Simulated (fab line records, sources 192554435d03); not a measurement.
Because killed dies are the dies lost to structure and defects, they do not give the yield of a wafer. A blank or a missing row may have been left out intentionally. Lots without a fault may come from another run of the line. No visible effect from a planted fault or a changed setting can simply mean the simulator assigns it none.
Chamber matching + flow n5_finfet + 4 sister chambers for N5_BEOL_M10_ETCH_62 on rie_diel-02
The step etches SOC in N2/H2, target depth 110 nm, overetch 22 nm, time 165 s. 24 wafers are shown with their chamber, then 12 later ones without.

WAFERS PAIRED WITH THEIR CHAMBERS
| wafer  | chamber | showerhead_plenum_p_Torr (Torr) | drypump_motor_current_A (A) | throttle_valve_pct (%) |
|--------|---------|---------------------------------|-----------------------------|------------------------|
| L074.2 | 2       | 2.51                            | 5.0                         | 17.90                  |
| L074.3 | 0       | 2.59                            | 5.3                         | 18.03                  |
| L074.4 | 1       | 2.63                            | 5.5                         | 18.12                  |
| L077.2 | 3       | 2.67                            | 5.8                         | 17.79                  |
| L077.5 | 3       | 2.67                            | 5.8                         | 17.77                  |
| L077.6 | 0       | 2.58                            | 5.3                         | 18.04                  |
| L080.1 | 3       | 2.67                            | 5.8                         | 17.79                  |
| L080.4 | 1       | 2.63                            | 5.6                         | 18.13                  |
| L080.5 | 2       | 2.50                            | 5.0                         | 17.93                  |
| L079.3 | 2       | 2.50                            | 5.0                         | 17.91                  |
| L079.5 | 1       | 2.63                            | 5.6                         | 18.12                  |
| L079.6 | 0       | 2.58                            | 5.3                         | 18.04                  |
| L078.1 | 3       | 2.67                            | 5.7                         | 17.79                  |
| L078.3 | 2       | 2.50                            | 5.0                         | 17.92                  |
| L078.6 | 0       | 2.58                            | 5.3                         | 18.05                  |
| L084.3 | 1       | 2.62                            | 5.6                         | 18.13                  |
| L084.4 | 3       | 2.67                            | 5.7                         | 17.82                  |
| L084.5 | 1       | 2.62                            | 5.6                         | 18.12                  |
| L085.2 | 3       | 2.67                            | 5.8                         | 17.81                  |
| L085.3 | 1       | 2.62                            | 5.6                         | 18.13                  |
| L085.6 | 0       | 2.58                            | 5.3                         | 18.07                  |
| L088.1 | 0       | 2.57                            | 5.3                         | 18.07                  |
| L088.2 | 1       | 2.62                            | 5.5                         | 18.16                  |
| L088.4 | 3       | 2.66                            | 5.8                         | 17.81                  |

SIGNATURES (means of the wafers above)
| reading                  | chamber 0 | chamber 1 | chamber 2 | chamber 3 | scatter within a chamber |
|--------------------------|-----------|-----------|-----------|-----------|--------------------------|
| showerhead_plenum_p_Torr | 2.5800    | 2.6243    | 2.5025    | 2.6686    | 0.00516                  |
| drypump_motor_current_A  | 5.300     | 5.571     | 5.000     | 5.771     | 0.0378                   |
| throttle_valve_pct       | 18.0500   | 18.1300   | 17.9150   | 17.7971   | 0.0156                   |
Rule: a wafer lies at a distance from a chamber equal to the root of the sum of squares, over the readings, of (its reading less the chamber's mean, divided by the reading's scatter). If the next closest chamber is less than 2 further off than the closest, the wafer can't be placed; otherwise it belongs to the closest. The scatter: take each reading less its chamber's mean, square it, sum over the shown wafers, divide by the number of wafers less the number of chambers, and take the root.

WAFERS WITHOUT THEIR CHAMBER
| wafer  | showerhead_plenum_p_Torr (Torr) | drypump_motor_current_A (A) | throttle_valve_pct (%) |
|--------|---------------------------------|-----------------------------|------------------------|
| L091.1 | 2.50                            | 5.0                         | 17.96                  |
| L091.3 | 2.66                            | 5.8                         | 17.83                  |
| L091.4 | 2.62                            | 5.6                         | 18.15                  |
| L092.2 | 2.66                            | 5.8                         | 17.82                  |
| L092.4 | 2.57                            | 5.3                         | 18.10                  |
| L092.6 | 2.57                            | 5.3                         | 18.10                  |
| L093.1 | 2.57                            | 5.3                         | 18.08                  |
| L093.5 | 2.49                            | 5.0                         | 17.96                  |
| L093.6 | 2.66                            | 5.8                         | 17.84                  |
| L096.2 | 2.56                            | 5.3                         | 18.10                  |
| L096.3 | 2.66                            | 5.7                         | 17.86                  |
| L096.4 | 2.61                            | 5.6                         | 17.74                  |

WHICH CHAMBER EACH ONE RAN IN
| wafer  | from the rows above | in truth                   |
|--------|---------------------|----------------------------|
| L091.1 | 2                   | 2                          |
| L091.3 | 3                   | 3                          |
| L091.4 | 1                   | 1                          |
| L092.2 | 3                   | 3                          |
| L092.4 | 0                   | 0                          |
| L092.6 | 0                   | 0                          |
| L093.1 | 0                   | 0                          |
| L093.5 | 2                   | 2                          |
| L093.6 | 3                   | 3                          |
| L096.2 | 0                   | 0                          |
| L096.3 | 3                   | 3                          |
| L096.4 | 3                   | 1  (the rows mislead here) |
11 of 12 placed correctly. Number that these rows cannot place: 0. Placed wrongly: 1.
